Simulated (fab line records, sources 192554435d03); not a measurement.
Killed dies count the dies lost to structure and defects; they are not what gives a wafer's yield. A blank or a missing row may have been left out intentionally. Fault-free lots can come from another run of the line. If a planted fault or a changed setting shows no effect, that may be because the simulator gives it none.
Chamber matching | flow n5 finfet | 4 sister chambers for N5_SDB_STRIP_21 on rie diel-05
The step strips in CF4. 22 wafers are shown with their chamber, then 11 later ones without.

## WAFERS WITH THEIR CHAMBER
wafer  | chamber | drypump motor current A (A) | throttle valve pct (%) | oes product au (a.u.)
L074.2 | 2       | 5.4                         | 13.35                  | 0.87
L074.4 | 3       | 5.8                         | 13.33                  | 0.74
L074.5 | 0       | 6.2                         | 13.72                  | 0.69
L075.1 | 2       | 5.4                         | 13.35                  | 0.87
L075.4 | 3       | 5.8                         | 13.34                  | 0.74
L075.6 | 2       | 5.4                         | 13.35                  | 0.86
L076.2 | 1       | 5.8                         | 13.81                  | 0.77
L076.5 | 1       | 5.8                         | 13.81                  | 0.78
L076.6 | 3       | 5.8                         | 13.34                  | 0.73
L078.1 | 3       | 5.8                         | 13.35                  | 0.73
L078.3 | 2       | 5.4                         | 13.37                  | 0.86
L078.6 | 3       | 5.8                         | 13.34                  | 0.73
L084.1 | 1       | 5.8                         | 13.86                  | 0.75
L084.2 | 3       | 5.9                         | 13.36                  | 0.72
L084.3 | 2       | 5.4                         | 13.42                  | 0.83
L085.1 | 0       | 6.2                         | 13.18                  | 0.91
L085.3 | 1       | 5.8                         | 13.86                  | 0.74
L085.4 | 2       | 5.4                         | 13.41                  | 0.84
L086.1 | 3       | 5.8                         | 13.38                  | 0.72
L086.3 | 0       | 6.2                         | 13.19                  | 0.90
L086.5 | 3       | 5.8                         | 13.40                  | 0.72
L087.3 | 3       | 5.8                         | 13.40                  | 0.72

SIGNATURES, as means of the wafers listed above
reading                 | chamber 0 | chamber 1 | chamber 2 | chamber 3 | scatter within a chamber
drypump motor current A | 6.200     | 5.800     | 5.400     | 5.811     | 0.0222
throttle valve pct      | 13.3633   | 13.8350   | 13.3750   | 13.3600   | 0.107
oes product au          | 0.8333    | 0.7600    | 0.8550    | 0.7278    | 0.0433
Rule: a wafer's distance from a chamber is the root of the sum, over the readings, of the square of ((its reading less the chamber's mean) divided by the reading's scatter). If the next closest chamber is less than 2 further off than the closest, the wafer can't be placed; otherwise it belongs to the closest. How the scatter is found: for the shown wafers, subtract from each reading the mean of its chamber, square and add these, divide the total by (wafers less chambers), then take the root.

## WAFERS WHOSE CHAMBER IS MISSING
wafer  | drypump motor current A (A) | throttle valve pct (%) | oes product au (a.u.)
L087.4 | 5.8                         | 13.86                  | 0.74
L087.5 | 5.8                         | 13.88                  | 0.75
L092.1 | 6.2                         | 13.20                  | 0.88
L092.4 | 5.4                         | 13.42                  | 0.82
L092.6 | 5.8                         | 13.90                  | 0.74
L094.1 | 5.4                         | 13.45                  | 0.82
L094.2 | 5.8                         | 13.93                  | 0.74
L094.5 | 6.2                         | 13.22                  | 0.86
L093.3 | 6.2                         | 13.21                  | 0.86
L093.4 | 5.8                         | 13.90                  | 0.73
L093.5 | 5.8                         | 13.90                  | 0.74

## CHAMBER TAKEN BY EACH
wafer  | from the rows above | in truth
L087.4 | 1                   | 1
L087.5 | 1                   | 1
L092.1 | 0                   | 0
L092.4 | 2                   | 2
L092.6 | 1                   | 1
L094.1 | 2                   | 2
L094.2 | 1                   | 1
L094.5 | 0                   | 0
L093.3 | 0                   | 0
L093.4 | 1                   | 1
L093.5 | 1                   | 1
Correct placement for 11 of the 11. Left unplaced by these rows: 0. Placed wrongly: 0.
